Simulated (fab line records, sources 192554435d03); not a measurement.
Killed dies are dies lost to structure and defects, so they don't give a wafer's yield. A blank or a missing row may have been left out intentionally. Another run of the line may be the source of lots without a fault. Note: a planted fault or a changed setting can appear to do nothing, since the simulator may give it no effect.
Matching of chambers ; flow n5 finfet ; 4 sister chambers for N5_BEOL_M12_DESCUM_15 on rie diel-02
The step chemistry O2, time 7.9 s. 4 wafers are shown with their chamber, then 7 later ones without.

## WAFERS, EACH WITH ITS CHAMBER
wafer;chamber;throttle valve pct (%)
L077.1;3;20.54
L078.4;2;20.82
L085.1;0;20.86
L085.2;1;20.22

## WAFERS WITH NO CHAMBER GIVEN
wafer;throttle valve pct (%)
L085.4;20.55
L091.3;20.89
L091.4;20.87
L091.6;20.86
L092.1;20.87
L092.3;20.88
L092.6;20.25

## THE CHAMBER EACH PASSED THROUGH
wafer;from the rows above;in truth
L085.4;3;3
L091.3;0;0
L091.4;0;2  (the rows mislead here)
L091.6;0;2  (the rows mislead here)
L092.1;0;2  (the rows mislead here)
L092.3;0;0
L092.6;1;1
Placed correctly: 4 of 7. Number that these rows cannot place: 0. Placed wrongly: 3.
How it was worked out, from the rows above alone: a wafer's distance from a chamber is the root of the sum, over the readings, of the square of ((its reading less the chamber's mean) divided by the reading's scatter). The wafer belongs to the nearest chamber; if the next one is less than 2 further off, it can't be placed. For every chamber, the mean is computed from those of its wafers that are shown. The scatter: root of mean squared gap, hidden wafer to nearest shown wafer, with one shown wafer a chamber.
